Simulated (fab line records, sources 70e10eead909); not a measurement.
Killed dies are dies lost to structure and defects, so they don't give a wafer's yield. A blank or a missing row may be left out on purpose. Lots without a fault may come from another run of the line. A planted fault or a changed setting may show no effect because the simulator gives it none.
Chamber matching | flow nand_harc | NHARC_A_STAIRCASE_STRIP_476 on rie_diel-01: 4 sister chambers
The step strips in O2, time 20 s. 4 wafers are shown with their chamber, then 9 later ones without.

WAFERS WITH THEIR CHAMBER
wafer  | chamber | showerhead_plenum_p_Torr (Torr)
L082.2 | 0       | 3.72
L085.2 | 1       | 3.46
L085.5 | 3       | 3.35
L085.6 | 2       | 3.29

WAFERS WITHOUT THEIR CHAMBER
wafer  | showerhead_plenum_p_Torr (Torr)
L088.2 | 3.46
L088.3 | 3.29
L088.5 | 3.35
L095.1 | 3.45
L095.3 | 3.80
L095.6 | 3.45
L096.2 | 3.33
L096.4 | 3.44
L096.6 | 3.33

WHICH CHAMBER EACH WENT THROUGH
wafer  | from the rows above     | in truth
L088.2 | 1                       | 1
L088.3 | 2                       | 2
L088.5 | 3                       | 3
L095.1 | 1                       | 1
L095.3 | 0                       | 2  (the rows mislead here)
L095.6 | 1                       | 1
L096.2 | can't be placed: 3 or 2 | 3
L096.4 | 1                       | 1
L096.6 | can't be placed: 3 or 2 | 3
Placed correctly: 6 of 9. Can't be placed from these rows: 2 (the true chamber is among the candidates in 2). Placed wrongly: 1.
How it was worked out, from the rows above alone: a wafer's distance from a chamber is the root of the sum, over the readings, of the square of ((its reading less the chamber's mean) divided by the reading's scatter). The wafer belongs to the nearest chamber; if the next one is less than 2 further off, it can't be placed. A chamber's mean is the mean of its shown wafers. The scatter: with one shown wafer a chamber, the root of the mean of the squares of how far each hidden wafer lies from its nearest shown one.
